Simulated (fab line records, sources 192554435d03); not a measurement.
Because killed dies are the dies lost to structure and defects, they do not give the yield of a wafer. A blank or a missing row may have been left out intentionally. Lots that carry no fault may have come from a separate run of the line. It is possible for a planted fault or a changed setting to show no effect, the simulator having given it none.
Split-lot trial -- flow n5_finfet -- 21 wafers read across 7 lots, on a route 1938 steps long

SPLIT DETAILS
At N5_BEOL_M0_SAQP_PECVD_04 (deposits a-Si from SiH4/He, target thk 60 nm, time 60.2 s), the setting time_s was moved away from the recipe's 60.2 s on 5 of the 21 wafers read, by -8.6% to +9.5%. For the rest of the wafers, this setting stayed at what the recipe calls for.

FROM THE SPLIT TO THE READING: what the file shows between them, 6 steps
- N5_BEOL_M0_SAQP_THK_MEAS_05
- N5_BEOL_M0_SAQP_COAT_82: time 60 s, resist thk 30 nm (also split here: time_s)
- N5_BEOL_M0_SAQP_COAT_08: resist thk 90 nm
- N5_BEOL_M0_SAQP_EBR_10
- N5_BEOL_M0_SAQP_HM_OPEN_112: chemistry CHF3/O2, target SiO2, stops on a-Si, target depth 12 nm, time 13.5 s
- N5_BEOL_M0_SAQP_STRIP_113: strips in CHF3/O2

THE READING
etch.depth_nm (the simulator's own value, which no gauge read), in nm, at N5_BEOL_M0_SAQP_MANDREL_ETCH_20 (etches a-Si in HBr/Cl2, stops on SiNx, target depth 60 nm, bt time 10 s, time 30 s). No usual value for it is given in the file. Average 59.76 nm, standard deviation 0.94 nm, over the 16 wafers here run with the recipe.

wafer,"tool, chamber at the split","time_s as run, s",against the recipe,"etch.depth_nm, nm",against lot-mates on the recipe
L075.1,"pecvd-02, 1",60.2,recipe,59.66,-
L075.5,"pecvd-02, 1",60.2,recipe,61.27,-
L075.6,"pecvd-02, 2",60.2,recipe,60.41,-
L081.1,"pecvd-03, 1",60.2,recipe,58.72,-
L081.5,"pecvd-03, 0",60.2,recipe,60.61,-
L081.6,"pecvd-03, 1",60.2,recipe,59.84,-
L080.1,"pecvd-02, 1",60.2,recipe,60.9,-
L080.3,"pecvd-02, 0",60.2,recipe,59.57,-
L080.4,"pecvd-02, 2",60.2,recipe,61.14,-
L083.2,"pecvd-04, 0",57.12,-5.1%,55.61,-3.74
L083.3,"pecvd-04, 1",60.2,recipe,58.9,-
L083.5,"pecvd-04, 0",60.2,recipe,59.8,-
L085.1,"pecvd-03, 0",55.03,-8.6%,53.59,-5.80
L085.3,"pecvd-03, 2",55.03,-8.6%,55.23,-4.16
L085.6,"pecvd-03, 1",60.2,recipe,59.39,-
L088.1,"pecvd-03, 0",60.2,recipe,59.95,-
L088.2,"pecvd-03, 1",60.2,recipe,57.75,-
L088.3,"pecvd-03, 0",60.2,recipe,59.71,-
L097.1,"pecvd-04, 2",60.2,recipe,58.59,-
L097.5,"pecvd-04, 1",65.93,+9.5%,65.12,+6.53
L097.6,"pecvd-04, 2",65.93,+9.5%,65.02,+6.43

THE FIT
A straight line over all 21 wafers: etch.depth_nm changes by +0.603 nm for each +1% of time_s; r = +0.94; the points scatter about the line by 0.94 nm.
The same after taking each lot's own level away (the mean of its wafers on the recipe; 21 wafers): +0.643 nm for each +1%; r = +0.97; scatter 0.73 nm.
That fit puts the effect of the largest move of time_s on the reading at 6.1 nm.
The lots' own levels span 58.590 to 60.537 nm, that is 2.1 times the standard deviation above.
The two slopes agree, so the slope changes little with the lot-to-lot level.
Check: +6.03 nm against its lot-mates is what the line predicts for one of the wafers moved furthest among these (+9.5%) when that wafer is left out of the fit. It came out at +6.53 nm against them.

ADDITIONAL SPLITS CARRIED BY THESE WAFERS
Other splits were also applied to these wafers ahead of the reading. Each is held against what the fit with the lots' levels taken away leaves over:
other split on the same wafers,wafers away from the commonest value,r with etch.depth_nm (lot level and that fit taken away)
N5_HKMG_FIN_COAT_06 spin_rpm,6,-0.01
N5_HKMG_FIN_EXPOSE_09 dose_mj,7,-0.08
N5_GATE_CUT_DESCUM_18 time_s,5,+0.22
N5_GATE_CUT_ETCH_36 cf4_flow_sccm,9,+0.03
N5_MOL_CONTACT_COAG_ALD_27 time_s,8,+0.17
N5_MOL_CONTACT_COAG_PECVD_31 temp_c,6,+0.16
N5_MOL_CONTACT_COAG_ALD_131 ald_cycles,8,+0.09
N5_MOL_CONTACT_COAG_ETCHBACK_135 time_s,10,+0.02
N5_BEOL_M0_SAQP_COAT_82 time_s,10,-0.14

THE WHOLE CHAIN: every reading that the file lists as answering this split, in the file's order
step,what it does,reading,change (the file's fit),r (the file's)
N5_BEOL_M0_SAQP_PECVD_04,"deposits a-Si from SiH4/He, target thk 60 nm, time 60.2 s","a-Si_of_BEOL_M0_SAQP_PECVD_04.thk_nm (the simulator's own value, which no gauge read)",+0.648 nm for each +1% of the setting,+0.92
N5_BEOL_M0_SAQP_THK_MEAS_05,,thk_nm,withheld for each +1% of the setting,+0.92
N5_BEOL_M0_SAQP_MANDREL_ETCH_20,"etches a-Si in HBr/Cl2, stops on SiNx, target depth 60 nm, bt time 10 s, time 30 s","etch.depth_nm (the simulator's own value, which no gauge read)",+0.649 nm for each +1% of the setting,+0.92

THE FILE'S OWN FIT
etch.depth_nm changes by +0.649 nm for each +1% of time_s, r = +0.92.
